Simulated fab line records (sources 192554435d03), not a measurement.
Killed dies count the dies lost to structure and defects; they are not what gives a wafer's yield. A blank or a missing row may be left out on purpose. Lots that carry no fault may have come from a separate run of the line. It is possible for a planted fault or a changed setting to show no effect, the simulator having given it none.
Which of the tools did it? || flow n5_finfet || Sampling: 10 lots, 28 wafers, 5 of 1938 route steps

## WHAT THE GAUGES SHOWED, per wafer
N5_BEOL_M13_THK_MEAS_01. Usual: M13_ILD_THK typically reads 837 nm, with standard deviation 9.4.
{"lot": "L633", "measured": "day 10 21:52", "on": "film_metro-01", "M13_ILD_THK (nm)": "840 832 838", "flag": ""}
{"lot": "L636", "measured": "day 11 20:16", "on": "film_metro-01", "M13_ILD_THK (nm)": "818 825 831", "flag": ""}
{"lot": "L637", "measured": "day 12 12:05", "on": "film_metro-02", "M13_ILD_THK (nm)": "834 852 841", "flag": ""}
{"lot": "L635", "measured": "day 12 13:41", "on": "film_metro-01", "M13_ILD_THK (nm)": "830 845 830", "flag": ""}
{"lot": "L645", "measured": "day 14 19:05", "on": "film_metro-02", "M13_ILD_THK (nm)": "826 829 846", "flag": ""}
{"lot": "L649", "measured": "day 14 23:26", "on": "film_metro-01", "M13_ILD_THK (nm)": "837 837 846", "flag": ""}
{"lot": "L651", "measured": "day 17 04:39", "on": "film_metro-01", "M13_ILD_THK (nm)": 708, "flag": "OFF"}
{"lot": "L652", "measured": "day 17 21:18", "on": "film_metro-02", "M13_ILD_THK (nm)": "834 828 850", "flag": ""}
{"lot": "L656", "measured": "day 18 03:52", "on": "film_metro-01", "M13_ILD_THK (nm)": "833 838 838", "flag": ""}
{"lot": "L655", "measured": "day 18 04:12", "on": "film_metro-01", "M13_ILD_THK (nm)": "835 859 847", "flag": ""}

N5_BEOL_M13_CD_MEAS_10: target cd 190 nm. Usual: 190.4 nm for cd_nm, sd 1.
{"lot": "L633", "measured": "day 10 22:17", "on": "cd_sem-02", "cd_nm (nm)": "190.8 191.1 190.1", "flag": ""}
{"lot": "L636", "measured": "day 11 20:41", "on": "cd_sem-02", "cd_nm (nm)": "189.8 190.1 190.2", "flag": ""}
{"lot": "L637", "measured": "day 12 12:23", "on": "cd_sem-03", "cd_nm (nm)": "192.1 189.5 192.3", "flag": ""}
{"lot": "L635", "measured": "day 12 14:07", "on": "cd_sem-01", "cd_nm (nm)": "190.7 189.1 189.2", "flag": ""}
{"lot": "L645", "measured": "day 14 19:31", "on": "cd_sem-02", "cd_nm (nm)": "190.5 190.2 189.6", "flag": ""}
{"lot": "L649", "measured": "day 14 23:52", "on": "cd_sem-02", "cd_nm (nm)": "190.5 189.8 191.2", "flag": ""}
{"lot": "L651", "measured": "day 17 04:57", "on": "cd_sem-03", "cd_nm (nm)": 190.2, "flag": ""}
{"lot": "L652", "measured": "day 17 21:44", "on": "cd_sem-02", "cd_nm (nm)": "190.0 189.8 190.0", "flag": ""}
{"lot": "L656", "measured": "day 18 04:17", "on": "cd_sem-03", "cd_nm (nm)": "192.6 190.2 191.3", "flag": ""}
{"lot": "L655", "measured": "day 18 04:37", "on": "cd_sem-01", "cd_nm (nm)": "188.8 190.0 191.0", "flag": ""}

## WHICH TOOL RAN EACH LOT (tool, then ch and the chambers of the sampled wafers, then the start)
{"lot": "L633", "N5_BEOL_M12_DESCUM_33": "rie_diel-03 ch 0,2,3, day 10 18:54", "N5_BEOL_M12_SPUTTER_45": "pvd_sputter-03, day 10 20:40", "N5_BEOL_M13_ILD_DEP_00": "pecvd-03 ch 0,1, day 10 21:43"}
{"lot": "L636", "N5_BEOL_M12_DESCUM_33": "rie_diel-04 ch 1,2,3, day 11 17:14", "N5_BEOL_M12_SPUTTER_45": "pvd_sputter-02, day 11 19:04", "N5_BEOL_M13_ILD_DEP_00": "pecvd-01 ch 0,1, day 11 20:06"}
{"lot": "L637", "N5_BEOL_M12_DESCUM_33": "rie_diel-04 ch 1,3, day 12 07:42", "N5_BEOL_M12_SPUTTER_45": "pvd_sputter-02, day 12 10:54", "N5_BEOL_M13_ILD_DEP_00": "pecvd-03 ch 1,2, day 12 11:56"}
{"lot": "L635", "N5_BEOL_M12_DESCUM_33": "rie_diel-04 ch 0,1, day 12 08:14", "N5_BEOL_M12_SPUTTER_45": "pvd_sputter-02, day 12 12:20", "N5_BEOL_M13_ILD_DEP_00": "pecvd-04 ch 0,1, day 12 13:32"}
{"lot": "L645", "N5_BEOL_M12_DESCUM_33": "rie_diel-03 ch 1,2,3, day 14 13:27", "N5_BEOL_M12_SPUTTER_45": "pvd_sputter-01, day 14 17:28", "N5_BEOL_M13_ILD_DEP_00": "pecvd-03 ch 0,1,2, day 14 18:56"}
{"lot": "L649", "N5_BEOL_M12_DESCUM_33": "rie_diel-01 ch 0,1,2, day 14 21:01", "N5_BEOL_M12_SPUTTER_45": "pvd_sputter-02, day 14 22:14", "N5_BEOL_M13_ILD_DEP_00": "pecvd-03 ch 0,1, day 14 23:17"}
{"lot": "L651", "N5_BEOL_M12_DESCUM_33": "rie_diel-01 ch 0, day 16 22:34", "N5_BEOL_M12_SPUTTER_45": "pvd_sputter-03, day 17 03:28", "N5_BEOL_M13_ILD_DEP_00": "pecvd-03 ch 2, day 17 04:30"}
{"lot": "L652", "N5_BEOL_M12_DESCUM_33": "rie_diel-03 ch 0,2,3, day 17 16:49", "N5_BEOL_M12_SPUTTER_45": "pvd_sputter-02, day 17 19:44", "N5_BEOL_M13_ILD_DEP_00": "pecvd-01 ch 0,2, day 17 21:09"}
{"lot": "L656", "N5_BEOL_M12_DESCUM_33": "rie_diel-01 ch 0,1,3, day 17 21:34", "N5_BEOL_M12_SPUTTER_45": "pvd_sputter-02, day 18 02:40", "N5_BEOL_M13_ILD_DEP_00": "pecvd-01 ch 0,1, day 18 03:43"}
{"lot": "L655", "N5_BEOL_M12_DESCUM_33": "rie_diel-03 ch 0,1, day 18 01:13", "N5_BEOL_M12_SPUTTER_45": "pvd_sputter-03, day 18 02:50", "N5_BEOL_M13_ILD_DEP_00": "pecvd-04 ch 0,2, day 18 03:59"}
- N5_BEOL_M12_DESCUM_33: chemistry O2, time 7.9 s.
- N5_BEOL_M12_SPUTTER_45: material Cu, target thk 80 nm, time 13.33 s.
- N5_BEOL_M13_ILD_DEP_00: deposits SiOC from DEMS/O2, target thk 837.92 nm, time 166.4 s.

## AS READ BY THE TOOLS THEMSELVES (means over the sampled wafers that have a number; for cases with no such wafer, the mark the record gives instead)
N5_BEOL_M12_DESCUM_33. Usual: drypump_motor_current_A 5.5 A, standard deviation 0.31; oes_product_au 0.82 a.u., standard deviation 0.088; rf_vpp_V 243.2 V, standard deviation 1.6; showerhead_plenum_p_Torr 2.10 Torr, standard deviation 0.084; throttle_valve_pct 20.31 %, standard deviation 0.26.
{"lot": "L633", "tool": "rie_diel-03", "drypump_motor_current_A (A)": 5.4, "oes_product_au (a.u.)": 0.87, "rf_vpp_V (V)": 243.4, "showerhead_plenum_p_Torr (Torr)": 2.17, "throttle_valve_pct (%)": 20.34, "flag": ""}
{"lot": "L636", "tool": "rie_diel-04", "drypump_motor_current_A (A)": 5.5, "oes_product_au (a.u.)": 0.79, "rf_vpp_V (V)": 241.9, "showerhead_plenum_p_Torr (Torr)": 2.03, "throttle_valve_pct (%)": 20.20, "flag": ""}
{"lot": "L637", "tool": "rie_diel-04", "drypump_motor_current_A (A)": 5.4, "oes_product_au (a.u.)": 0.70, "rf_vpp_V (V)": 241.5, "showerhead_plenum_p_Torr (Torr)": 2.03, "throttle_valve_pct (%)": 20.36, "flag": ""}
{"lot": "L635", "tool": "rie_diel-04", "drypump_motor_current_A (A)": 5.6, "oes_product_au (a.u.)": 0.70, "rf_vpp_V (V)": 241.7, "showerhead_plenum_p_Torr (Torr)": 2.03, "throttle_valve_pct (%)": 20.41, "flag": ""}
{"lot": "L645", "tool": "rie_diel-03", "drypump_motor_current_A (A)": 5.4, "oes_product_au (a.u.)": 0.85, "rf_vpp_V (V)": 243.7, "showerhead_plenum_p_Torr (Torr)": 2.16, "throttle_valve_pct (%)": 20.56, "flag": ""}
{"lot": "L649", "tool": "rie_diel-01", "drypump_motor_current_A (A)": 5.6, "oes_product_au (a.u.)": 0.86, "rf_vpp_V (V)": 243.3, "showerhead_plenum_p_Torr (Torr)": 2.11, "throttle_valve_pct (%)": 20.20, "flag": ""}
{"lot": "L651", "tool": "rie_diel-01", "drypump_motor_current_A (A)": 5.3, "oes_product_au (a.u.)": 0.91, "rf_vpp_V (V)": 242.9, "showerhead_plenum_p_Torr (Torr)": 2.13, "throttle_valve_pct (%)": 20.00, "flag": ""}
{"lot": "L652", "tool": "rie_diel-03", "drypump_motor_current_A (A)": 5.4, "oes_product_au (a.u.)": 0.80, "rf_vpp_V (V)": 243.8, "showerhead_plenum_p_Torr (Torr)": 2.15, "throttle_valve_pct (%)": 20.41, "flag": ""}
{"lot": "L656", "tool": "rie_diel-01", "drypump_motor_current_A (A)": 5.4, "oes_product_au (a.u.)": 0.85, "rf_vpp_V (V)": 245.0, "showerhead_plenum_p_Torr (Torr)": 2.11, "throttle_valve_pct (%)": 20.11, "flag": ""}
{"lot": "L655", "tool": "rie_diel-03", "drypump_motor_current_A (A)": 5.8, "oes_product_au (a.u.)": 0.84, "rf_vpp_V (V)": 243.6, "showerhead_plenum_p_Torr (Torr)": 2.12, "throttle_valve_pct (%)": 20.29, "flag": ""}

N5_BEOL_M12_SPUTTER_45. Usual: chuck_sensor_temp_C -16.0 C, standard deviation 0.31; throttle_valve_pct 29.2 %, standard deviation 1.3.
{"lot": "L633", "tool": "pvd_sputter-03", "chuck_sensor_temp_C (C)": -15.9, "throttle_valve_pct (%)": 29.4, "flag": ""}
{"lot": "L636", "tool": "pvd_sputter-02", "chuck_sensor_temp_C (C)": -16.2, "throttle_valve_pct (%)": 27.2, "flag": ""}
{"lot": "L637", "tool": "pvd_sputter-02", "chuck_sensor_temp_C (C)": -16.3, "throttle_valve_pct (%)": 29.9, "flag": ""}
{"lot": "L635", "tool": "pvd_sputter-02", "chuck_sensor_temp_C (C)": -16.2, "throttle_valve_pct (%)": 29.3, "flag": ""}
{"lot": "L645", "tool": "pvd_sputter-01", "chuck_sensor_temp_C (C)": -15.8, "throttle_valve_pct (%)": 29.2, "flag": ""}
{"lot": "L649", "tool": "pvd_sputter-02", "chuck_sensor_temp_C (C)": -16.1, "throttle_valve_pct (%)": 29.7, "flag": ""}
{"lot": "L651", "tool": "pvd_sputter-03", "chuck_sensor_temp_C (C)": -15.9, "throttle_valve_pct (%)": 29.8, "flag": ""}
{"lot": "L652", "tool": "pvd_sputter-02", "chuck_sensor_temp_C (C)": -16.1, "throttle_valve_pct (%)": 29.4, "flag": ""}
{"lot": "L656", "tool": "pvd_sputter-02", "chuck_sensor_temp_C (C)": -16.0, "throttle_valve_pct (%)": 28.0, "flag": ""}
{"lot": "L655", "tool": "pvd_sputter-03", "chuck_sensor_temp_C (C)": -16.1, "throttle_valve_pct (%)": 29.5, "flag": ""}

N5_BEOL_M13_ILD_DEP_00. Usual: heater_power_w 506 W, standard deviation 69; showerhead_plenum_p_Torr 5.691 Torr, standard deviation 0.015; throttle_valve_pct 12.2 %, standard deviation 0.61.
{"lot": "L633", "tool": "pecvd-03", "heater_power_w (W)": 536, "showerhead_plenum_p_Torr (Torr)": 5.693, "throttle_valve_pct (%)": 12.5, "flag": ""}
{"lot": "L636", "tool": "pecvd-01", "heater_power_w (W)": 519, "showerhead_plenum_p_Torr (Torr)": 5.689, "throttle_valve_pct (%)": 12.1, "flag": ""}
{"lot": "L637", "tool": "pecvd-03", "heater_power_w (W)": 522, "showerhead_plenum_p_Torr (Torr)": 5.711, "throttle_valve_pct (%)": 12.3, "flag": ""}
{"lot": "L635", "tool": "pecvd-04", "heater_power_w (W)": 495, "showerhead_plenum_p_Torr (Torr)": 5.662, "throttle_valve_pct (%)": 12.1, "flag": ""}
{"lot": "L645", "tool": "pecvd-03", "heater_power_w (W)": 517, "showerhead_plenum_p_Torr (Torr)": 5.695, "throttle_valve_pct (%)": 12.2, "flag": ""}
{"lot": "L649", "tool": "pecvd-03", "heater_power_w (W)": 474, "showerhead_plenum_p_Torr (Torr)": 5.687, "throttle_valve_pct (%)": 12.3, "flag": ""}
{"lot": "L651", "tool": "pecvd-03", "heater_power_w (W)": 594, "showerhead_plenum_p_Torr (Torr)": 5.702, "throttle_valve_pct (%)": 11.7, "flag": ""}
{"lot": "L652", "tool": "pecvd-01", "heater_power_w (W)": 557, "showerhead_plenum_p_Torr (Torr)": 5.707, "throttle_valve_pct (%)": 11.9, "flag": ""}
{"lot": "L656", "tool": "pecvd-01", "heater_power_w (W)": 486, "showerhead_plenum_p_Torr (Torr)": 5.693, "throttle_valve_pct (%)": 12.3, "flag": ""}
{"lot": "L655", "tool": "pecvd-04", "heater_power_w (W)": 484, "showerhead_plenum_p_Torr (Torr)": 5.690, "throttle_valve_pct (%)": 12.3, "flag": ""}

## THE ANSWER, worked out from the rows above alone
Rule: a lot is off if the mean of its wafers that have a number lies more than 3 standard deviations from the usual mean. A lot without any number at a reading at which 4 lots or more have one is off too. All remaining lots with rows at the step are treated as sound. First the gauges in route order, then the tools' own readings, where a lot's mean is used as printed above. The first step at which some lot is off is used, and at that step the reading that is off furthest; a lot without a number counts as furthest.
Off: L651, at N5_BEOL_M13_THK_MEAS_01 (M13_ILD_THK).
If a tool, at a process step before that reading, ran all the lots that are off and no sound lot after the first of them, it fits. Those tools and the gauges at N5_BEOL_M13_THK_MEAS_01 are tried in the same way. One candidate fits, namely pecvd-03 at N5_BEOL_M13_ILD_DEP_00. Its last sound lot is L649 (day 14 23:17), its first lot that is off L651 (day 17 04:30): a fault that began between those two fits.

## WHAT THE SIMULATOR HAD INSERTED
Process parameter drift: pecvd-03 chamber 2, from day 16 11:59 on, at N5_BEOL_M13_ILD_DEP_00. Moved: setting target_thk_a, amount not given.
Lots struck among those shown: L651. Same finding as the rule above.
